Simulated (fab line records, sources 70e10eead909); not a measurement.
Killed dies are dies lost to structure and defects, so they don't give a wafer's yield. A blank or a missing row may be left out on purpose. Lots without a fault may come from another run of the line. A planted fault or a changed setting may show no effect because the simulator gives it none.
Chamber matching | flow nand_harc | NHARC_P_GATE_STRIP_101 on rie_diel-03: 4 sister chambers
The step strips in O2, time 20 s. 8 wafers are shown with their chamber, then 7 later ones without.

WAFERS WITH THEIR CHAMBER
wafer  | chamber | drypump_motor_current_A (A) | rf_vpp_V (V)
L075.4 | 2       | 6.2                         | 56.2
L075.5 | 0       | 5.8                         | 58.2
L078.6 | 0       | 5.8                         | 57.7
L085.6 | 2       | 6.2                         | 57.1
L086.4 | 1       | 5.7                         | 57.3
L086.6 | 3       | 5.7                         | 58.1
L095.1 | 1       | 5.8                         | 58.3
L095.3 | 3       | 5.7                         | 57.0

WAFERS WITHOUT THEIR CHAMBER
wafer  | drypump_motor_current_A (A) | rf_vpp_V (V)
L095.6 | 5.8                         | 56.7
L096.2 | 5.7                         | 56.5
L096.5 | 5.8                         | 56.7
L096.6 | 5.7                         | 57.0
L097.1 | 5.9                         | 57.6
L097.2 | 5.7                         | 57.5
L097.4 | 5.9                         | 57.5

WHICH CHAMBER EACH WENT THROUGH
wafer  | from the rows above          | in truth
L095.6 | can't be placed: 0 or 1 or 3 | 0
L096.2 | can't be placed: 3 or 1 or 0 | 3
L096.5 | can't be placed: 0 or 1 or 3 | 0
L096.6 | can't be placed: 3 or 1      | 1
L097.1 | can't be placed: 0 or 1      | 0
L097.2 | can't be placed: 3 or 1      | 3
L097.4 | can't be placed: 0 or 1      | 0
Placed correctly: 0 of 7. Can't be placed from these rows: 7 (the true chamber is among the candidates in 7). Placed wrongly: 0.
How it was worked out, from the rows above alone: a wafer's distance from a chamber is the root of the sum, over the readings, of the square of ((its reading less the chamber's mean) divided by the reading's scatter). The wafer belongs to the nearest chamber; if the next one is less than 2 further off, it can't be placed. A chamber's mean is the mean of its shown wafers. The scatter: the root of (the sum of the squares of (reading less its chamber's mean) over the shown wafers, divided by (wafers less chambers)).
